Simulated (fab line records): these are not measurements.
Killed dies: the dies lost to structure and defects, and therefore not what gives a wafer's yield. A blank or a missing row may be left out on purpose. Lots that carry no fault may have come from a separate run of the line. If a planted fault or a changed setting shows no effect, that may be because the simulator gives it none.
2 desks looking at one fault || flow n5_finfet || each desk has only its own numbers; what lay behind them comes last

FOR THE TOOL OWNER'S DESK: krf_scanner-02
The tool's own readings at N5_PASSIVATION_EXPOSE_07 (exposes mask TV, defocus 0 nm, target cd 3000 nm): means of the sampled wafers that have a number, for each lot that ran on this tool. If a lot's mean is further than 4 standard deviations from the usual mean, the lot is out of limits and carries the mark OUT (the distance appears in the brackets).
Columns: A = reticle_temp_C at N5_PASSIVATION_EXPOSE_07, usual 23.00 C
{"lot": "L961", "first seen here": "day 11 16:22", "A": 22.94}
{"lot": "L967", "first seen here": "day 13 10:21", "A": 23.07}
{"lot": "L979", "first seen here": "day 16 01:50", "A": 23.08}
{"lot": "L977", "first seen here": "day 16 06:22", "A": 22.96}
This desk's finding: nothing out of limits on any of the 4 lots.

FROM THE METROLOGY DESK
What the gauges read, lot by lot, whatever tool the lot ran on: means of the sampled wafers that have a number. If a lot's mean is further than 4 standard deviations from the usual mean, the lot is out of limits and carries the mark OUT (the distance appears in the brackets).
Columns: A = cd_nm at N5_MIM_TOP_LITHO_CD_MEAS_08, usual 2000.0 nm; B = cd_nm at N5_PASSIVATION_CD_MEAS_10, usual 2999.9 nm
{"lot": "L961", "first seen here": "day 11 13:53", "A": 1999.9, "B": 3000.7}
{"lot": "L962", "first seen here": "day 11 14:56", "A": 1999.8, "B": 3001.2}
{"lot": "L963", "first seen here": "day 11 18:28", "A": 2000.8, "B": 3001.2}
{"lot": "L967", "first seen here": "day 13 08:07", "A": 1999.2, "B": 2999.4}
{"lot": "L970", "first seen here": "day 14 09:58", "A": 2000.2, "B": 3001.2}
{"lot": "L971", "first seen here": "day 14 13:25", "A": 1999.4, "B": 2999.8}
{"lot": "L972", "first seen here": "day 14 14:44", "A": 1999.3, "B": 2999.9}
{"lot": "L979", "first seen here": "day 15 21:31", "A": 2000.4, "B": 3003.4}
{"lot": "L977", "first seen here": "day 16 03:56", "A": 2000.0, "B": 3003.0}
{"lot": "L982", "first seen here": "day 17 11:27", "A": 2000.9, "B": 3000.5}
This desk's finding: nothing out of limits on any of the 10 lots.

TAKEN TOGETHER
The desk of the tool owner found nothing out of limits.
Metrology desk: nothing out of limits seen.

WHAT THE SIMULATOR PUT IN
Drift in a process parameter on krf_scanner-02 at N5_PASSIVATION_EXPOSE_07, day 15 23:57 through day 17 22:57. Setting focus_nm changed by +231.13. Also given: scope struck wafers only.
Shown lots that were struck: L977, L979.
